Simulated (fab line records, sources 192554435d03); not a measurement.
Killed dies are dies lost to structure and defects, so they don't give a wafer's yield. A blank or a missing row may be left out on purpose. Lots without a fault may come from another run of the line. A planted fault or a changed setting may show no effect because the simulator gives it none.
Split-lot experiment | flow n5_finfet | 7 lots, 39 wafers read, on a route of 1938 steps

THE SPLIT
At N5_BEOL_M3_TRENCH_ETCH_37 (etches SiOC in C4F6/O2, target depth 55.555 nm, time 29.2 s), the setting time_s was moved away from the recipe's 29.2 s on 18 of the 39 wafers read, by -58.5% to -21.9%. The other wafers ran this setting at the recipe's value.

FROM THE SPLIT TO THE READING: what the file shows between them, 2 steps
- N5_BEOL_M3_ETCH_41: etches SiCN in CH3F/O2, target depth 29.9 nm, time 52.5 s
- N5_BEOL_M3_STRIP_97: strips in N2/H2, time 10 s

THE READING
trench_depth_nm, in nm, at N5_BEOL_M3_OCD_MEAS_38. Fault-free wafers of this fab line usually give 55.5 nm, standard deviation 0.76 nm.

wafer  | tool, chamber at the split | time_s as run, s | against the recipe | trench_depth_nm, nm | against lot-mates on the recipe
L074.1 | rie_diel-04, 3             | 29.2             | recipe             | 56.0                | -
L074.2 | rie_diel-04, 1             | 12.12            | -58.5%             | 22.7                | -32.6
L074.3 | rie_diel-04, 0             | 29.2             | recipe             | 54.6                | -
L074.4 | rie_diel-04, 2             | 12.12            | -58.5%             | 23.0                | -32.3
L074.5 | rie_diel-04, 2             | 29.2             | recipe             | 55.3                | -
L074.6 | rie_diel-04, 3             | 12.12            | -58.5%             | 23.2                | -32.1
L075.1 | rie_diel-03, 1             | 29.2             | recipe             | 54.6                | -
L075.2 | rie_diel-03, 0             | 16.93            | -42.0%             | 32.4                | -23.5
L075.3 | rie_diel-03, 2             | 29.2             | recipe             | 56.6                | -
L075.4 | rie_diel-03, 3             | 16.93            | -42.0%             | 31.8                | -24.1
L075.5 | rie_diel-03, 1             | 16.93            | -42.0%             | 31.7                | -24.2
L075.6 | rie_diel-03, 2             | 29.2             | recipe             | 56.6                | -
L085.1 | rie_diel-03, 0             | 22.8             | -21.9%             | 43.5                | -11.3
L085.2 | rie_diel-03, 2             | 22.8             | -21.9%             | 43.8                | -11.0
L085.3 | rie_diel-03, 3             | 29.2             | recipe             | 54.4                | -
L085.4 | rie_diel-03, 1             | 29.2             | recipe             | 54.1                | -
L085.5 | rie_diel-03, 2             | 29.2             | recipe             | 55.9                | -
L085.6 | rie_diel-03, 3             | 22.8             | -21.9%             | 42.5                | -12.3
L083.1 | rie_diel-03, 2             | 29.2             | recipe             | 56.4                | -
L083.5 | rie_diel-03, 1             | 29.2             | recipe             | 55.6                | -
L083.6 | rie_diel-03, 0             | 29.2             | recipe             | 56.8                | -
L086.1 | rie_diel-03, 3             | 29.2             | recipe             | 54.4                | -
L086.2 | rie_diel-03, 0             | 29.2             | recipe             | 56.3                | -
L086.3 | rie_diel-03, 1             | 22.44            | -23.2%             | 41.9                | -13.7
L086.4 | rie_diel-03, 2             | 29.2             | recipe             | 56.2                | -
L086.5 | rie_diel-03, 3             | 22.44            | -23.2%             | 41.8                | -13.8
L086.6 | rie_diel-03, 0             | 22.44            | -23.2%             | 43.1                | -12.5
L088.1 | rie_diel-04, 1             | 17.79            | -39.1%             | 33.3                | -22.6
L088.2 | rie_diel-04, 0             | 29.2             | recipe             | 56.2                | -
L088.3 | rie_diel-04, 3             | 17.79            | -39.1%             | 33.8                | -22.1
L088.4 | rie_diel-04, 2             | 29.2             | recipe             | 55.2                | -
L088.5 | rie_diel-04, 0             | 29.2             | recipe             | 56.4                | -
L088.6 | rie_diel-04, 1             | 17.79            | -39.1%             | 32.8                | -23.1
L096.1 | rie_diel-03, 0             | 29.2             | recipe             | 55.9                | -
L096.2 | rie_diel-03, 3             | 20.23            | -30.7%             | 38.0                | -17.3
L096.3 | rie_diel-03, 2             | 29.2             | recipe             | 55.8                | -
L096.4 | rie_diel-03, 1             | 29.2             | recipe             | 54.1                | -
L096.5 | rie_diel-03, 1             | 20.23            | -30.7%             | 37.4                | -17.9
L096.6 | rie_diel-03, 2             | 20.23            | -30.7%             | 39.1                | -16.2

THE FIT
A straight line over all 39 wafers: trench_depth_nm changes by +0.562 nm for each +1% of time_s; r = +1.00; the points scatter about the line by 0.76 nm.
The same after taking each lot's own level away (the mean of its wafers on the recipe; 39 wafers): +0.561 nm for each +1%; r = +1.00; scatter 0.75 nm.
On that fit, the largest move of time_s shifts the reading by 33 nm.
The lots' own levels span 54.80 to 56.27 nm, that is 1.9 times the standard deviation above.
So the lot-to-lot level changes the slope little: the two slopes agree.
Check: with one of the wafers moved furthest among these (-58.5%) left out of the fit, the line predicts -32.9 nm for it against its lot-mates. It came out at -32.6 nm against them.

OTHER SPLITS ON THESE WAFERS
These wafers also went through other splits before the reading. Each is held against what the fit with the lots' levels taken away leaves over:
other split on the same wafers            | wafers away from the commonest value | r with trench_depth_nm (lot level and that fit taken away)
N5_GATE_CUT_ALD_22 ald_cycles             | 12                                   | -0.19
N5_BEOL_M0_SAQP_DEVELOP_13 develop_time_s | 18                                   | -0.13

THE WHOLE CHAIN: every reading that the file lists as answering this split, in the file's order
step                      | what it does                                                | reading                                                                          | change (the file's fit)                | r (the file's)
N5_BEOL_M3_TRENCH_ETCH_37 | etches SiOC in C4F6/O2, target depth 55.555 nm, time 29.2 s | BEOL_M3.feature_depth_nm (the simulator's own value, which no gauge read)        | +0.56 nm for each +1% of the setting   | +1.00
N5_BEOL_M3_TRENCH_ETCH_37 | etches SiOC in C4F6/O2, target depth 55.555 nm, time 29.2 s | etch.depth_nm (the simulator's own value, which no gauge read)                   | +0.559 nm for each +1% of the setting  | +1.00
N5_BEOL_M3_TRENCH_ETCH_37 | etches SiOC in C4F6/O2, target depth 55.555 nm, time 29.2 s | TiN_of_BEOL_M3_HM_DEP_02.thk_nm (the simulator's own value, which no gauge read) | -0.0237 nm for each +1% of the setting | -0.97
N5_BEOL_M3_OCD_MEAS_38    |                                                             | trench_depth_nm                                                                  | +0.561 nm for each +1% of the setting  | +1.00

THE FILE'S OWN FIT
trench_depth_nm changes by +0.561 nm for each +1% of time_s, r = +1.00.
